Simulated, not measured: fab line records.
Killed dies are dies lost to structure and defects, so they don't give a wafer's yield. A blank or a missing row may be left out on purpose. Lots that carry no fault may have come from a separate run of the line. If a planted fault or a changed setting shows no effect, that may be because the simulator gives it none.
One fault seen from 2 desks / flow n5-finfet / each desk has only its own numbers; what lay behind them comes last

AT THE METROLOGY DESK
What the gauges read, lot by lot, whatever tool the lot ran on: means of the sampled wafers that have a number. Any lot whose mean is over 4 standard deviations away from the usual mean is out of limits and marked OUT; that distance is given in the brackets. Only the readings that lie furthest out on some lot appear, 7 of the 11 it has.
Columns: A = thk-nm at N5_FIN_SAQP_THK_MEAS_05, usual 38.3 nm; B = DIBL_P at N5_BEOL_M4_RC_MEAS_101, usual 36.2 mV/V; C = IOFF_N at N5_BEOL_M4_RC_MEAS_101, usual 0.16 nA/um; D = ION_N at N5_BEOL_M4_RC_MEAS_101, usual 671 uA/um; E = ION_P at N5_BEOL_M4_RC_MEAS_101, usual 461 uA/um; F = VT_N at N5_BEOL_M4_RC_MEAS_101, usual 251 mV; G = VT_P at N5_BEOL_M4_RC_MEAS_101, usual -250 mV
lot=L238; first seen here=day 2 03:29; A=38.7; B=35.7; C=0.13; D=655; E=449; F=254; G=-253
lot=L243; first seen here=day 3 08:57; A=38.3; B=35.2; C=0.13; D=667; E=461; F=254; G=-252
lot=L244; first seen here=day 3 16:14; A=38.4; B=37.4; C=0.17; D=677; E=463; F=252; G=-251
lot=L246; first seen here=day 4 03:39; A=38.9; B=36.5; C=0.16; D=676; E=468; F=249; G=-249
lot=L248; first seen here=day 4 15:32; A=38.3; B=34.2; C=0.14; D=667; E=453; F=253; G=-254
lot=L256; first seen here=day 6 16:28; A=38.6; B=32.9; C=0.11; D=655; E=452; F=256; G=-253
lot=L257; first seen here=day 6 21:53; A=38.3; B=36.9; C=0.16; D=675; E=467; F=250; G=-249
lot=L258; first seen here=day 7 03:23; A=38.5; B=36.4; C=0.19; D=683; E=469; F=248; G=-247
lot=L259; first seen here=day 7 09:43; A=38.8; B=37.8; C=0.19; D=672; E=462; F=249; G=-247
lot=L260; first seen here=day 7 15:23; A=38.2; B=36.4; C=0.15; D=680; E=465; F=252; G=-256
This desk found nothing out of limits on any of the 10 lots.

TOOL OWNER'S DESK, ald-sin-01
The tool's own readings at N5_FIN_SAQP_ALD_61 (deposits SiO2, target thk 4 nm, pulse time 1 s, purge time 2 s): means of the sampled wafers that have a number, for each lot that ran on this tool. Any lot whose mean is over 4 standard deviations away from the usual mean is out of limits and marked OUT; that distance is given in the brackets.
Columns: A = heater-power-w at N5_FIN_SAQP_ALD_61, usual 484 W; B = precursor-pulse-height-rel at N5_FIN_SAQP_ALD_61, usual 1.003; C = susceptor-temp-C at N5_FIN_SAQP_ALD_61, usual 300.00 C
lot=L238; first seen here=day 2 02:59; A=448; B=0.996; C=299.80
lot=L243; first seen here=day 3 08:27; A=457; B=1.001; C=300.03
lot=L244; first seen here=day 3 15:43; A=493; B=1.013; C=299.73
lot=L246; first seen here=day 4 03:06; A=359; B=1.014; C=263.32 (-99 or more) OUT
lot=L248; first seen here=day 4 15:02; A=343; B=0.982; C=263.27 (-99 or more) OUT
lot=L258; first seen here=day 7 02:49; A=492; B=0.997; C=300.05
This desk's verdict: out of limits on L246, L248, starting with L246 at day 4 03:06 (susceptor-temp-C at N5_FIN_SAQP_ALD_61). L238, L243, L244, L258: within limits.

BROUGHT TOGETHER
The tool owner's desk had the chance to raise an alarm at day 4 03:06 on L246, L248.
Nothing out of limits was seen by the metrology desk.
The metrology desk has L246, L248 on record, within its limits.
Every lot named ran N5_FIN_SAQP_ALD_61 on ald-sin-01.

WHAT HAD BEEN PUT IN BY THE SIMULATOR
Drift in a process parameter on ald-sin-01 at N5_FIN_SAQP_ALD_61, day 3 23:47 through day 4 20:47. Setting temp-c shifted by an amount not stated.
Shown lots that were struck: L246, L248.
Delay in hours, fault start to first out-of-limits reading, by desk: the tool owner's desk at 3.
